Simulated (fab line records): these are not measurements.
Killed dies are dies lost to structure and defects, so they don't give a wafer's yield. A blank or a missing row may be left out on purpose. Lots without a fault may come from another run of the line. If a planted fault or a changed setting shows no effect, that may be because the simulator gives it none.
Lot-split experiment    flow n5Finfet    7 lots, 21 wafers read, on a route of 1938 steps

## ON THE SPLIT
At N5_HKMG_FIN_COAT_06 (resist thk 90 nm), the setting spinRpm was moved away from the recipe's 1500 rpm on 11 of the 21 wafers read, by -8.3% to +10.5%. All remaining wafers had this setting at the recipe value.

Reading taken at the split's own step.

## THE READING
CAR-ArF_of_HKMG_FIN_COAT_06.thkNm (the simulator's own value, which no gauge read), in nm, at N5_HKMG_FIN_COAT_06 (resist thk 90 nm). There is no usual value for it anywhere in the file. Here, 10 wafers ran the recipe; their average is 90.1 nm with a standard deviation of 0.24 nm.

wafer   tool, chamber at the split  spinRpm as run, rpm  against the recipe  CAR-ArF_of_HKMG_FIN_COAT_06.thkNm, nm  against lot-mates on the recipe
L074.1  lithoTrack-05, 0            1578                 +5.2%               87.8                                   -2.2
L074.2  lithoTrack-05, 0            1578                 +5.2%               88.2                                   -1.8
L074.6  lithoTrack-05, 0            1500                 recipe              90                                     -
L076.1  lithoTrack-05, 0            1376                 -8.3%               93.8                                   +3.7
L076.2  lithoTrack-05, 0            1500                 recipe              90                                     -
L076.3  lithoTrack-05, 0            1500                 recipe              90.2                                   -
L082.1  lithoTrack-01, 0            1500                 recipe              90.6                                   -
L082.4  lithoTrack-01, 0            1500                 recipe              90.4                                   -
L082.6  lithoTrack-01, 0            1500                 recipe              90                                     -
L087.4  lithoTrack-02, 0            1416                 -5.6%               92.8                                   no lot-mate on the recipe
L087.5  lithoTrack-02, 0            1416                 -5.6%               93                                     no lot-mate on the recipe
L087.6  lithoTrack-02, 0            1416                 -5.6%               92.6                                   no lot-mate on the recipe
L089.1  lithoTrack-01, 0            1657                 +10.5%              85.6                                   -4.2
L089.2  lithoTrack-01, 0            1657                 +10.5%              85.4                                   -4.4
L089.4  lithoTrack-01, 0            1500                 recipe              89.8                                   -
L094.1  lithoTrack-05, 0            1395                 -7.0%               93                                     +3.2
L094.3  lithoTrack-05, 0            1500                 recipe              89.8                                   -
L094.5  lithoTrack-05, 0            1395                 -7.0%               92.8                                   +3.0
L095.2  lithoTrack-05, 0            1500                 recipe              90                                     -
L095.4  lithoTrack-05, 0            1500                 recipe              90                                     -
L095.6  lithoTrack-05, 0            1457                 -2.9%               91.4                                   +1.4

FIT RESULTS
A straight line over all 21 wafers: CAR-ArF_of_HKMG_FIN_COAT_06.thkNm changes by -0.437 nm for each +1% of spinRpm; r = -0.99; the points scatter about the line by 0.25 nm.
The same after taking each lot's own level away (the mean of its wafers on the recipe; 18 wafers): -0.423 nm for each +1%; r = -1.00; scatter 0.17 nm.
Per that fit: largest spinRpm move, reading shift of 4.4 nm.
The span of the lots' own levels, 89.80 to 90.33 nm, comes to 2.2 times the standard deviation stated above.
Consequently the slope shifts little with the lot-to-lot level, the two slopes agreeing.
Check: for one of the wafers moved furthest among these (+10.5%), held out of the fit, the line's prediction against its lot-mates is -4.41 nm. Against them it came out at -4.2 nm.

## THE OTHER SPLITS THESE WAFERS WENT THROUGH
Other splits were also applied to these wafers ahead of the reading. Each is held against what the fit with the lots' levels taken away leaves over:
other split on the same wafers  wafers away from the commonest value  r with CAR-ArF_of_HKMG_FIN_COAT_06.thkNm (lot level and that fit taken away)
N5_SD_EPI_P_EPI_21 timeS        6                                     +0.29

## FILE'S OWN FIT
CAR-ArF_of_HKMG_FIN_COAT_06.thkNm changes by -0.426 nm for each +1% of spinRpm, r = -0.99.
